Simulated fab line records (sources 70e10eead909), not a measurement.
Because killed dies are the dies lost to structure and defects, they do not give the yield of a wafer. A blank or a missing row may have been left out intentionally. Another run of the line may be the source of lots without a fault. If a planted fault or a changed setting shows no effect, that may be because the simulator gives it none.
Matching of chambers | flow nand_harc | 4 sister chambers for NHARC_A_STAIRCASE_ALD_420 on ald_hk-01
The step deposits SiO2, target thk 20 nm, pulse time 6 s, ald cycles 200. 8 wafers are shown with their chamber, then 8 later ones without.

## WAFERS, EACH WITH ITS CHAMBER
wafer  | chamber | heater_power_w (W) | precursor_pulse_height_rel
L075.6 | 3       | 473                | 0.995
L080.4 | 1       | 381                | 1.027
L086.1 | 3       | 440                | 1.003
L086.5 | 0       | 489                | 1.001
L089.2 | 2       | 456                | 0.989
L089.4 | 1       | 377                | 1.010
L089.5 | 0       | 499                | 1.016
L090.2 | 2       | 452                | 1.023

## WAFERS WITH NO CHAMBER GIVEN
wafer  | heater_power_w (W) | precursor_pulse_height_rel
L090.5 | 500                | 1.002
L090.6 | 439                | 1.007
L091.1 | 435                | 0.985
L091.2 | 490                | 1.014
L091.3 | 459                | 0.989
L093.4 | 435                | 1.003
L093.5 | 466                | 0.958
L093.6 | 383                | 1.007

## THE CHAMBER EACH PASSED THROUGH
wafer  | from the rows above          | in truth
L090.5 | 0                            | 0
L090.6 | can't be placed: 2 or 3      | 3
L091.1 | can't be placed: 3 or 2      | 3
L091.2 | 0                            | 0
L091.3 | can't be placed: 3 or 2      | 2
L093.4 | can't be placed: 2 or 3      | 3
L093.5 | can't be placed: 3 or 2 or 0 | 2
L093.6 | 1                            | 1
Correct placement for 3 of the 8. These rows do not allow placing 5 (true chamber among the candidates in 5). Wrongly placed: 0.
How it was worked out, from the rows above alone: a wafer's distance from a chamber is the root of the sum, over the readings, of the square of ((its reading less the chamber's mean) divided by the reading's scatter). The wafer belongs to the nearest chamber; if the next one is less than 2 further off, it can't be placed. For every chamber, the mean is computed from those of its wafers that are shown. The scatter: take each reading less its chamber's mean, square it, sum over the shown wafers, divide by the number of wafers less the number of chambers, and take the root.
